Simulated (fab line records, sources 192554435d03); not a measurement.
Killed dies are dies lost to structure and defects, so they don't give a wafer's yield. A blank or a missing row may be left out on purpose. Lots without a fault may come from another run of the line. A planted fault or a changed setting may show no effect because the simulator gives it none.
Split-lot experiment | flow n5_finfet | 7 lots, 21 wafers read, on a route of 1938 steps

THE SPLIT
At N5_BEOL_M14_COAT_58 (time 60 s, resist thk 89 nm), the setting spin_rpm was moved away from the recipe's 1500 rpm on 9 of the 21 wafers read, by -9.4% to +9.3%. The other wafers ran this setting at the recipe's value.

FROM THE SPLIT TO THE READING: what the file shows between them, 4 steps
- N5_BEOL_M14_COAT_04: resist thk 800 nm (also split here: spin_rpm)
- N5_BEOL_M14_EBR_06
- N5_BEOL_M14_SOFTBAKE_05: time 60 s
- N5_BEOL_M14_DESCUM_15: chemistry O2, time 7.9 s

THE READING
etch.depth_nm (the simulator's own value, which no gauge read), in nm, at N5_BEOL_M14_ETCH_59 (etches BARC in N2/H2, target depth 89 nm, overetch 26.7 nm, time 67.9 s). The file gives no usual value for it. The 12 wafers here that ran the recipe average 89.36 nm, standard deviation 0.26 nm.

wafer  | tool, chamber at the split | spin_rpm as run, rpm | against the recipe | etch.depth_nm, nm | against lot-mates on the recipe
L076.1 | litho_track-04, 0          | 1500                 | recipe             | 89.5              | -
L076.4 | litho_track-04, 0          | 1500                 | recipe             | 89.17             | -
L076.5 | litho_track-04, 0          | 1500                 | recipe             | 89.33             | -
L080.4 | litho_track-02, 0          | 1500                 | recipe             | 89.08             | -
L080.5 | litho_track-02, 0          | 1500                 | recipe             | 89.11             | -
L080.6 | litho_track-02, 0          | 1500                 | recipe             | 89.03             | -
L079.3 | litho_track-01, 0          | 1360                 | -9.3%              | 93.47             | +4.41
L079.4 | litho_track-01, 0          | 1500                 | recipe             | 89.06             | -
L079.6 | litho_track-01, 0          | 1360                 | -9.3%              | 93.73             | +4.67
L084.1 | litho_track-04, 0          | 1500                 | recipe             | 89.55             | -
L084.4 | litho_track-04, 0          | 1564                 | +4.3%              | 87.58             | -2.03
L084.5 | litho_track-04, 0          | 1500                 | recipe             | 89.67             | -
L090.1 | litho_track-04, 0          | 1359                 | -9.4%              | 93.99             | no lot-mate on the recipe
L090.2 | litho_track-04, 0          | 1359                 | -9.4%              | 93.57             | no lot-mate on the recipe
L090.4 | litho_track-04, 0          | 1359                 | -9.4%              | 93.86             | no lot-mate on the recipe
L095.1 | litho_track-02, 0          | 1640                 | +9.3%              | 85.73             | -3.81
L095.2 | litho_track-02, 0          | 1500                 | recipe             | 89.54             | -
L095.4 | litho_track-02, 0          | 1640                 | +9.3%              | 85.6              | -3.94
L097.1 | litho_track-02, 0          | 1605                 | +7.0%              | 86.61             | -3.05
L097.5 | litho_track-02, 0          | 1500                 | recipe             | 89.5              | -
L097.6 | litho_track-02, 0          | 1500                 | recipe             | 89.83             | -

THE FIT
A straight line over all 21 wafers: etch.depth_nm changes by -0.438 nm for each +1% of spin_rpm; r = -0.99; the points scatter about the line by 0.27 nm.
The same after taking each lot's own level away (the mean of its wafers on the recipe; 18 wafers): -0.452 nm for each +1%; r = -1.00; scatter 0.18 nm.
On that fit, the largest move of spin_rpm shifts the reading by 4.3 nm.
The lots' own levels span 89.060 to 89.665 nm, that is 2.3 times the standard deviation above.
So the lot-to-lot level changes the slope little: the two slopes agree.
Check: with one of the wafers moved furthest among these (-9.3%) left out of the fit, the line predicts +4.25 nm for it against its lot-mates. It came out at +4.41 nm against them.

OTHER SPLITS ON THESE WAFERS
These wafers also went through other splits before the reading. Each is held against what the fit with the lots' levels taken away leaves over:
other split on the same wafers | wafers away from the commonest value | r with etch.depth_nm (lot level and that fit taken away)
N5_BEOL_M11_ETCH_41 time_s     | 7                                    | -0.23
N5_BEOL_M12_ETCH_67 source_w   | 6                                    | -0.27
N5_BEOL_M12_ETCH_68 time_s     | 5                                    | +0.04
N5_BEOL_M13_ETCH_59 time_s     | 9                                    | +0.14
N5_BEOL_M13_COAT_65 spin_rpm   | 9                                    | +0.09
N5_BEOL_M14_COAT_04 spin_rpm   | 6                                    | -0.37

THE WHOLE CHAIN: every reading that the file lists as answering this split, in the file's order
step                | what it does                                                            | reading                                                                          | change (the file's fit)               | r (the file's)
N5_BEOL_M14_COAT_58 | time 60 s, resist thk 89 nm                                             | BARC_of_BEOL_M14_COAT_58.thk_nm (the simulator's own value, which no gauge read) | -0.454 nm for each +1% of the setting | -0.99
N5_BEOL_M14_ETCH_59 | etches BARC in N2/H2, target depth 89 nm, overetch 26.7 nm, time 67.9 s | etch.depth_nm (the simulator's own value, which no gauge read)                   | -0.45 nm for each +1% of the setting  | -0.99

THE FILE'S OWN FIT
etch.depth_nm changes by -0.45 nm for each +1% of spin_rpm, r = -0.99.
